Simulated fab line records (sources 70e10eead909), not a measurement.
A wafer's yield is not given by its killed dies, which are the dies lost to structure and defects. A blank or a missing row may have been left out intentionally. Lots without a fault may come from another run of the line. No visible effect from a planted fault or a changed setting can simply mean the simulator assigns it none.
Matching of chambers || flow nand_harc || cmp-03 running NHARC_A_WL_FILL_CMP_12: 4 sister chambers
The step polishes, t overpolish 30 s, target thk 100 nm. 14 wafers are shown with their chamber, then 7 later ones without.

## EACH WAFER AND ITS CHAMBER
{"wafer": "L081.1", "chamber": 1, "motor_current_A (A)": 11.8, "time_to_endpoint_s (s)": 21.9, "overpolish_run_s (s)": 29.990}
{"wafer": "L081.4", "chamber": 3, "motor_current_A (A)": 13.1, "time_to_endpoint_s (s)": 21.0, "overpolish_run_s (s)": 30.002}
{"wafer": "L081.6", "chamber": 2, "motor_current_A (A)": 13.9, "time_to_endpoint_s (s)": 21.4, "overpolish_run_s (s)": 29.999}
{"wafer": "L082.2", "chamber": 2, "motor_current_A (A)": 13.7, "time_to_endpoint_s (s)": 20.0, "overpolish_run_s (s)": 30.010}
{"wafer": "L082.3", "chamber": 1, "motor_current_A (A)": 12.2, "time_to_endpoint_s (s)": 21.8, "overpolish_run_s (s)": 29.995}
{"wafer": "L082.5", "chamber": 2, "motor_current_A (A)": 13.5, "time_to_endpoint_s (s)": 20.0, "overpolish_run_s (s)": 29.991}
{"wafer": "L083.1", "chamber": 3, "motor_current_A (A)": 13.3, "time_to_endpoint_s (s)": 21.7, "overpolish_run_s (s)": 29.977}
{"wafer": "L083.2", "chamber": 1, "motor_current_A (A)": 11.3, "time_to_endpoint_s (s)": 19.0, "overpolish_run_s (s)": 30.015}
{"wafer": "L083.3", "chamber": 0, "motor_current_A (A)": 13.2, "time_to_endpoint_s (s)": 17.7, "overpolish_run_s (s)": 29.996}
{"wafer": "L086.2", "chamber": 3, "motor_current_A (A)": 12.6, "time_to_endpoint_s (s)": 16.5, "overpolish_run_s (s)": 29.998}
{"wafer": "L086.3", "chamber": 0, "motor_current_A (A)": 13.2, "time_to_endpoint_s (s)": 17.5, "overpolish_run_s (s)": 30.004}
{"wafer": "L086.5", "chamber": 1, "motor_current_A (A)": 11.4, "time_to_endpoint_s (s)": 19.1, "overpolish_run_s (s)": 30.013}
{"wafer": "L089.2", "chamber": 1, "motor_current_A (A)": 12.3, "time_to_endpoint_s (s)": 20.6, "overpolish_run_s (s)": 29.991}
{"wafer": "L089.3", "chamber": 0, "motor_current_A (A)": 13.0, "time_to_endpoint_s (s)": 17.7, "overpolish_run_s (s)": 30.017}

SIGNATURES (means of the wafers above)
{"reading": "motor_current_A", "chamber 0": 13.133, "chamber 1": 11.800, "chamber 2": 13.700, "chamber 3": 13.000, "scatter within a chamber": 0.344}
{"reading": "time_to_endpoint_s", "chamber 0": 17.633, "chamber 1": 20.480, "chamber 2": 20.467, "chamber 3": 19.733, "scatter within a chamber": 1.59}
{"reading": "overpolish_run_s", "chamber 0": 30.00567, "chamber 1": 30.00080, "chamber 2": 30.00000, "chamber 3": 29.99233, "scatter within a chamber": 0.0117}
Rule: distance of a wafer from a chamber = root of the sum over the readings of ((wafer's reading minus chamber's mean) / reading's scatter) squared. The wafer belongs to the nearest chamber; if the next one is less than 2 further off, it can't be placed. The scatter: the root of (the sum of the squares of (reading less its chamber's mean) over the shown wafers, divided by (wafers less chambers)).

## WAFERS WITH NO CHAMBER GIVEN
{"wafer": "L089.5", "motor_current_A (A)": 13.5, "time_to_endpoint_s (s)": 19.8, "overpolish_run_s (s)": 29.996}
{"wafer": "L090.2", "motor_current_A (A)": 13.2, "time_to_endpoint_s (s)": 18.3, "overpolish_run_s (s)": 29.990}
{"wafer": "L090.3", "motor_current_A (A)": 13.9, "time_to_endpoint_s (s)": 19.1, "overpolish_run_s (s)": 30.014}
{"wafer": "L090.6", "motor_current_A (A)": 13.8, "time_to_endpoint_s (s)": 21.9, "overpolish_run_s (s)": 29.988}
{"wafer": "L097.3", "motor_current_A (A)": 14.1, "time_to_endpoint_s (s)": 22.2, "overpolish_run_s (s)": 30.000}
{"wafer": "L097.5", "motor_current_A (A)": 12.7, "time_to_endpoint_s (s)": 15.3, "overpolish_run_s (s)": 29.993}
{"wafer": "L097.6", "motor_current_A (A)": 13.5, "time_to_endpoint_s (s)": 19.7, "overpolish_run_s (s)": 30.003}

## WHICH CHAMBER EACH ONE RAN IN
{"wafer": "L089.5", "from the rows above": "can't be placed: 2 or 3 or 0", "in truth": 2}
{"wafer": "L090.2", "from the rows above": "can't be placed: 3 or 0 or 2", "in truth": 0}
{"wafer": "L090.3", "from the rows above": "can't be placed: 2 or 0 or 3", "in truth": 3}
{"wafer": "L090.6", "from the rows above": "can't be placed: 2 or 3", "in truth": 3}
{"wafer": "L097.3", "from the rows above": 2, "in truth": 2}
{"wafer": "L097.5", "from the rows above": "can't be placed: 0 or 3", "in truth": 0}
{"wafer": "L097.6", "from the rows above": "can't be placed: 2 or 0 or 3", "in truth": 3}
Correctly placed: 1 of 7. Unplaceable from these rows: 6, with the true chamber sitting among the candidates in 6. Wrongly placed: 0.
